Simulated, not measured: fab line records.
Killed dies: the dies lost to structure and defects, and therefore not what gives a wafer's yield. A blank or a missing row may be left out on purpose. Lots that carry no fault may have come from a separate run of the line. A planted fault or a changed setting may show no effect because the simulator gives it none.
Problem report in the 8D (eight disciplines) form, filled by code ; flow n5 finfet ; the parts of the form that need people (team, actions taken, sign-off) are left out

1. WHAT IS WRONG
Mean of cd nm at N5_BEOL_M12_CD_MEAS_10: 114.9 nm across 3 wafers in 2 lots; on wafers with no fault it is 140.2 nm (standard deviation 1.6). Measured from the usual mean, that is -16 standard deviations.
The step: target cd 140 nm.
Earliest sighting: wafer L215.1 on cd sem-03 at day 14 12:01. The record has a number at this step for 23 wafers belonging to 8 lots. By rule, "out" or "out of limits" means more than 4 standard deviations away from the usual mean. The other wafers with a number count as sound.

2. WHAT IT IS; WHAT IT IS NOT
question;is;is not
which readings at this step;cd nm;-
which lots;L215, L216;L200, L201, L205, L217, L221, L223
which wafers of those lots;L215.1, L216.1, L216.3;L215.6, L216.2
read on which gauges;cd sem-02, cd sem-03;cd sem-01
when;from day 14 12:01;"up to then (10 sound wafers); but 10 sound wafers of L216, L217, L221, L223 came after"

3. WHAT RULES OUT EACH SUSPECT
Counting: a tool at a process step up to the reading stays a suspect if it ran every lot that is out. Sound lots after the first of them don't rule it out here, since some wafers of a struck lot are sound.
- the gauge at N5_BEOL_M12_CD_MEAS_10: ruled out. 2 gauges (cd sem-02, cd sem-03) read the wafers that are out.
- krf scanner-01 at N5_BEOL_M12_EXPOSE_07 (exposes mask V11): kept. It ran every lot that is out, first L215 (day 14 11:51); its last sound lot up to then is L205 (day 12 05:18).
The count leaves krf scanner-01 at N5_BEOL_M12_EXPOSE_07.

4. THE CAUSE (what the simulator had put in)
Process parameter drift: krf scanner-01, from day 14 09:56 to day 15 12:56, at N5_BEOL_M12_EXPOSE_07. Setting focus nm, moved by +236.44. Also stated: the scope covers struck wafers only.
Counting left only this tool.

5. THE EFFECT CHAIN, in route order
Rows list readings where the struck wafers' mean (over those with a number) sits beyond 3 standard deviations from the usual. Only readings for which the record gives a usual standard deviation are gone through. hours: the time from each lot's start at the first step in this table that gives one to its start at this step, as a median over the lots. sigmas: the change in usual standard deviations.
hours;step;reading;usual;on struck wafers;change;sigmas
0;N5_BEOL_M12_CD_MEAS_10;cd nm;140.2 nm;114.9;-25.3;-16
1;N5_BEOL_M12_CD_MEAS_17;cd nm;140.4 nm;115.3;-25.1;-15
36;N5_PASSIVATION_PROBE_49;defect limited yield;91.2 %;44.0;-47.2;-34
36;N5_PASSIVATION_PROBE_49;killed_at_M4_up;13;569;+556;+96
36;N5_PASSIVATION_PROBE_49;killed dies;103;661;+558;+35
36;N5_PASSIVATION_PROBE_49;killed on rim;13;84;+71;+21
36;N5_PASSIVATION_PROBE_49;sort_bin_5_function;5.1 %;52.6;+47.5;+52
36;N5_PASSIVATION_PROBE_49;sort n pass;1077;519;-558;-35
36;N5_PASSIVATION_PROBE_49;sort yield pct;91.2 %;44.0;-47.2;-34
The process steps in it:
- N5_PASSIVATION_PROBE_49

6. WHAT WOULD HAVE CAUGHT IT SOONER
The first out-of-limits reading at a measuring or inspecting step in this record came at day 14 12:01, 2 hours after the fault's start at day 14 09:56.
Of the tool readings at N5_BEOL_M12_EXPOSE_07 for which the record gives a usual standard deviation, none was out on any struck wafer, so an alarm limit of 4 standard deviations on them would not have fired.
L216, from the lots that are out (2), started N5_BEOL_M12_EXPOSE_07 on krf scanner-01 later than day 14 12:01. A tool hold placed at that time would have kept it from harm.
